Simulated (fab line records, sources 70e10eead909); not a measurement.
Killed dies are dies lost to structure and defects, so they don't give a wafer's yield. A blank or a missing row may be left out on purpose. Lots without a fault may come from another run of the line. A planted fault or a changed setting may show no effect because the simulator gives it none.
fab line records | flow nand_harc
record lots=7 wafers=21 last_day=32
route steps=1302 shown A_STAIRCASE@756 END@1302
lots that met no fault: from a run of the same line without faults
start_h: hours from the record's first day to the start of the lot's first wafer shown | wait_h: hours since the lot's step before | " the same as in the row above | L1.1+2: a row that stands for several wafers | - no value, or no start given | * or withheld: withheld | < > ~ a bound
route shown NAME@n: a module of which the file shows steps, and the number in the route of the first | usual: mean/standard deviation of fault-free wafers | same: alike in all rows | chamber/n: place in a boat | sites: the reading at each site | _std_site: their standard deviation | _edge_site: outer sites' mean less inner sites' | radius_mm: how far each site lies from the wafer's centre | mask NAME#n: copy n | behind: the tool/chamber that last shaped the wafer | hold: why the lot was held/for how many hours/how that ended | device: the transistor (n, p or np) that didn't switch | end of line: the same wafers' tests at the end of the route | a step without rows: its recipe alone | killed: dies lost to structure and defects at the first sort, not the wafer's yield | map: a wafer's dies, x killed, . not, _ none there
set.NAME: the setting as run; set.NAME@STEP: as run at that earlier step | model.NAME: the simulator's own value behind a step, which no gauge read
lots at some steps of the route; a table a step, a row a wafer
services: from which hour (start_h, from the record's first day; less than 0 if before it) a tool's chamber was out of use, for how many hours, and why
## steps
# step NHARC_A_STAIRCASE_DEHYDRATE_242
# recipe temp_c=150 time_s=120
# step NHARC_A_STAIRCASE_HMDS_243
# recipe time_s=30
# step NHARC_A_STAIRCASE_COAT_244
# recipe spin_rpm=1200
# step NHARC_A_STAIRCASE_SOFTBAKE_245
# recipe temp_c=135 time_s=170
# step NHARC_A_STAIRCASE_EBR_246
# step NHARC_A_STAIRCASE_EXPOSE_247
# recipe na=0.5 dose_mj=25.34 mask_id=SDS_1
# step NHARC_A_STAIRCASE_PEB_248
# recipe peb_temp_c=115 peb_time_s=130
# step NHARC_A_STAIRCASE_DEVELOP_249
# recipe time_s=140
# step NHARC_A_STAIRCASE_HARDBAKE_251
# recipe temp_c=120 time_s=140
# step NHARC_A_STAIRCASE_DESCUM_252
# recipe time_s=3 o2_flow_sccm=200 ar_flow_sccm=0 bias_power_w=0 chemistry=O2
# usual drypump_motor_current_A=5.9/0.35 oes_product_au=1.001/0.0089 rf_vpp_V=57.9/1 showerhead_plenum_p_Torr=1.95/0.11 throttle_valve_pct=11.310/0.01
# same time_s=3
# columns lot.wafer tool chamber start_h wait_h drypump_motor_current_A oes_product_au rf_hours_counter_h rf_vpp_V showerhead_plenum_p_Torr throttle_valve_pct
L961.1 rie_diel-07 1 392.00 - 5.8 1.009 33 57.5 2.06 11.297
L961.4 " 2 " " 5.7 0.999 34 56.7 1.79 11.320
L961.3 " 3 " " 6.1 0.984 24 57.6 1.98 11.299
L969.1 rie_diel-05 0 473.83 - 4.7 0.992 20 59.0 1.95 11.295
L969.2 " 1 " " 5.5 0.990 15 56.8 1.82 11.310
L969.3 " 2 " " 6.2 0.986 19 59.0 2.05 11.319
L971.2 rie_diel-07 1 490.01 - 5.8 1.006 2 58.3 2.05 11.319
L971.4 " 0 " " 5.9 0.997 2 57.7 1.98 11.298
L971.5 " 1 " " 5.8 1.003 - 58.8 2.05 11.310
L973.2 rie_diel-03 1 510.94 - 6.1 1.005 16 57.8 2.07 11.300
L973.1 " 2 " " 6.1 1.008 18 57.4 2.04 11.338
L973.6 " 3 " " 6.6 1.012 - 59.8 2.05 11.303
L975.3 rie_diel-07 1 521.03 - 5.8 1.003 18 57.5 2.05 11.331
L975.2 " 2 " " 5.7 1.001 15 58.5 1.77 11.313
L975.6 " 1 " " 5.8 1.009 - 58.5 2.05 11.334
L977.3 rie_diel-03 0 532.99 - 5.7 0.999 21 57.1 1.77 11.314
L977.2 " 1 " " 6.1 1.000 20 58.4 2.07 11.313
L977.6 " 0 " " 5.7 1.003 - 57.2 1.78 11.321
L980.1 rie_diel-07 0 570.44 - 5.9 1.004 32 57.9 1.97 11.302
L980.4 " 1 " " 5.8 1.009 33 56.6 2.04 11.298
L980.5 " 2 " " 5.7 0.995 - 56.9 1.77 11.320
# step NHARC_A_STAIRCASE_ETCH_253
# recipe target_depth_a=500 time_s=20.2 ion_energy_ev=400 c4f8_flow_sccm=20 o2_flow_sccm=10 ar_flow_sccm=withheld rf_w=600 bias_w=1000 chemistry=C4F8/O2
# usual oes_product_au=0.953/0.018 rf_vpp_V=899/6.5
# same time_s=20.2
# columns lot.wafer tool chamber start_h wait_h oes_product_au rf_hours_counter_h rf_vpp_V
L961.1 rie_diel-07 3 392.08 0.1 0.960 24 900
L961.3 " 0 " " 0.961 36 900
L961.4 " 2 " " 0.942 34 889
L969.3 rie_diel-05 2 473.91 0.1 0.956 19 905
L969.1 " 0 " " 0.951 20 899
L969.2 " 1 " " 0.960 15 890
L971.2 rie_diel-07 1 490.11 0.1 0.966 2 905
L971.4 " 2 " " 0.967 2 888
L971.5 " 0 " " 0.975 - 899
L973.2 rie_diel-03 3 511.01 0.1 0.965 20 905
L973.1 " 2 " " 0.986 18 903
L973.6 " 0 " " 0.968 - 887
L975.2 rie_diel-07 0 521.11 0.1 0.968 12 899
L975.3 " 3 " " 0.977 15 899
L975.6 " 0 " " 0.949 - 899
L977.2 rie_diel-03 0 533.13 0.1 0.946 21 886
L977.3 " 2 " " 0.951 21 903
L977.6 " 3 " " 0.965 - 904
L980.1 rie_diel-07 0 570.64 0.2 0.944 32 901
L980.4 " 1 " " 0.949 33 903
L980.5 " 3 " " 0.942 - 900
# step NHARC_A_STAIRCASE_STRIP_254
# recipe power_w=1500 temp_c=250 chemistry=O2
# usual drypump_motor_current_A=5.8/0.75 heater_power_w=364/25
# columns lot.wafer tool chamber start_h wait_h drypump_motor_current_A heater_power_w rf_hours_counter_h
L961.1 plasma_asher-02 1 392.22 - 6.6 326 27
L961.4 " 0 " " 4.7 346 -
L961.3 " 1 " " 6.6 329 -
L969.2 plasma_asher-01 1 474.00 - 6.3 381 25
L969.1 " 0 " " 5.4 385 25
L969.3 " 1 " " 6.3 389 -
L971.2 plasma_asher-02 0 490.23 - 4.7 354 8
L971.4 " 0 " " 4.7 359 -
L971.5 " 1 " " 6.6 326 -
L973.2 plasma_asher-02 1 511.10 - - - -
L973.1 " 0 " " - - -
L973.6 " 0 " " - - -
L975.2 plasma_asher-02 0 521.68 - - - -
L975.3 " 0 " " - - -
L975.6 " 0 " " - - -
L977.2 plasma_asher-01 0 533.35 - - - -
L977.3 " 0 " " - - -
L977.6 " 1 " " - - -
L980.1 plasma_asher-01 1 570.73 - 6.3 381 7
L980.4 " 1 " " 6.3 378 -
L980.5 " 0 " " 5.4 381 -
# step NHARC_A_STAIRCASE_STRIP_255
# recipe time_s=900 temp_c=130 chemistry=SPM
# step NHARC_END_SORT_01
# recipe temp_c=25
# usual killed_at_array=62/20 killed_at_other=0.8/1.1 killed_at_periphery=3.5/2.4 killed_dies=66/21 killed_open=3.5/1.9 killed_short=2.5/1.7
# same gross_dies=677
# columns lot.wafer tool chamber start_h wait_h killed_at_array killed_at_other killed_at_periphery killed_dies killed_open killed_short
L973.1 prober-01 0 705.19 2.5 24 0 2 26 1 5
L973.2 prober-01 0 705.98 2.8 30 1 2 33 2 5
L973.6 prober-01 0 709.17 4.0 26 1 3 30 2 5
L975.2 prober-01 0 721.34 2.8 48 0 8 56 3 5
L975.3 prober-01 0 722.14 3.1 45 2 10 57 4 3
L975.6 prober-01 0 724.53 4.0 43 0 8 51 4 2
# killed by level:class
L973.1 A_CHANNEL_HOLE_D1:chamber_film_flake=7 A_CONTACT:chamber_film_flake=7 A_WL_FILL:geometric_particle:short=2 A_SLIT:chamber_film_flake=2 A_WL_FILL:chamber_film_flake=2 A_ONON_D1:geometric_particle:short=1 A_CHANNEL_FILL_D1:geometric_particle:short=1 A_DECK1_JOINT:geometric_particle:short=1
L973.2 A_CHANNEL_HOLE_D1:chamber_film_flake=8 A_CONTACT:chamber_film_flake=8 A_SLIT:chamber_film_flake=4 A_DECK1_JOINT:geometric_particle:short=2 A_WL_FILL:geometric_particle:short=2 A_STAIRCASE:chamber_film_flake=2 P_M0:geometric_particle:open=1 A_ONON_D1:geometric_particle:open=1
L973.6 A_CHANNEL_HOLE_D1:chamber_film_flake=8 A_SLIT:chamber_film_flake=4 A_CONTACT:chamber_film_flake=3 A_CHANNEL_FILL_D1:chamber_film_flake=2 A_STAIRCASE:chamber_film_flake=2 P_STI:geometric_particle:short=1 A_CHANNEL_FILL_D1:geometric_particle:open=1 A_DECK1_JOINT:geometric_particle:short=1
L975.2 A_CHANNEL_HOLE_D1:chamber_film_flake=34 P_GATE:chamber_film_flake=4 P_STI:chamber_film_flake=3 A_CONTACT:chamber_film_flake=3 A_WL_FILL:geometric_particle:short=2 A_M0:geometric_particle:open=2 P_M0:geometric_particle:open=1 A_CHANNEL_HOLE_D2:geometric_particle:short=1
L975.3 A_CHANNEL_HOLE_D1:chamber_film_flake=29 P_GATE:chamber_film_flake=9 A_SLIT:chamber_film_flake=4 A_CHANNEL_HOLE_D2:chamber_film_flake=3 A_DECK1_JOINT:geometric_particle:open=2 THIN_TSV:chamber_film_flake=2 A_ONON_D2:geometric_particle:short=1 A_ONON_D2:geometric_particle:open=1
L975.6 A_CHANNEL_HOLE_D1:chamber_film_flake=33 P_ZERO_WELL:chamber_film_flake=3 A_CONTACT:chamber_film_flake=3 P_GATE:chamber_film_flake=2 P_M1:geometric_particle:open=1 P_M2:geometric_particle:open=1 A_CHANNEL_FILL_D1:geometric_particle:short=1 A_CHANNEL_FILL_D1:geometric_particle:open=1
## services
# columns tool chamber start_h hours kind
rie_diel-05 2 371.79 6.8 repair
rie_diel-07 0 376.75 - clean
rie_diel-07 1 376.75 - clean
rie_diel-07 2 376.75 - clean
rie_diel-07 3 376.75 - clean
plasma_asher-01 - 382.90 3.7 repair
rie_diel-07 0 395.55 6.7 repair
rie_diel-07 1 401.25 - clean
rie_diel-05 - 406.75 9.0 pm
rie_diel-03 3 414.78 10.4 repair
rie_diel-07 3 415.93 18.2 repair
plasma_asher-02 - 431.47 9.0 pm
rie_diel-03 - 458.30 9.0 pm
rie_diel-05 - 466.57 7.1 repair
rie_diel-07 - 471.20 9.0 pm
rie_diel-03 1 477.21 2.8 repair
rie_diel-03 0 492.39 3.5 repair
rie_diel-07 0 497.96 6.9 repair
plasma_asher-01 - 519.43 9.0 pm
rie_diel-05 1 535.89 5.3 repair
rie_diel-03 - 537.05 0.6 repair
rie_diel-05 0 553.50 2.5 repair
rie_diel-07 2 560.00 1.7 repair
rie_diel-03 0 568.97 94.2 repair
## key
first_sign step=NHARC_A_STAIRCASE_STRIP_254 reading=tool_record direction=missing
effect none on later readings
met_at NHARC_A_STAIRCASE_STRIP_254
struck_wafers L973.1,L973.2,L973.6,L975.2,L975.3,L975.6,L977.2,L977.3,L977.6
tester_left_out L973,L975,L977
onset_between 490.23 511.10
fault kind=skipped_step_whole tool=plasma_asher-01,plasma_asher-02 chamber=- onset_h=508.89 steps=NHARC_A_STAIRCASE_STRIP_254 scope=struck_lots_only
# tester_left_out: of these lots the tester's yield and bins aren't shown, on N5 and GAA mostly nor the transistor test; their killed dies are dies lost to structure and defects alone, not to doping, threshold or leakage, so they don't give the yield
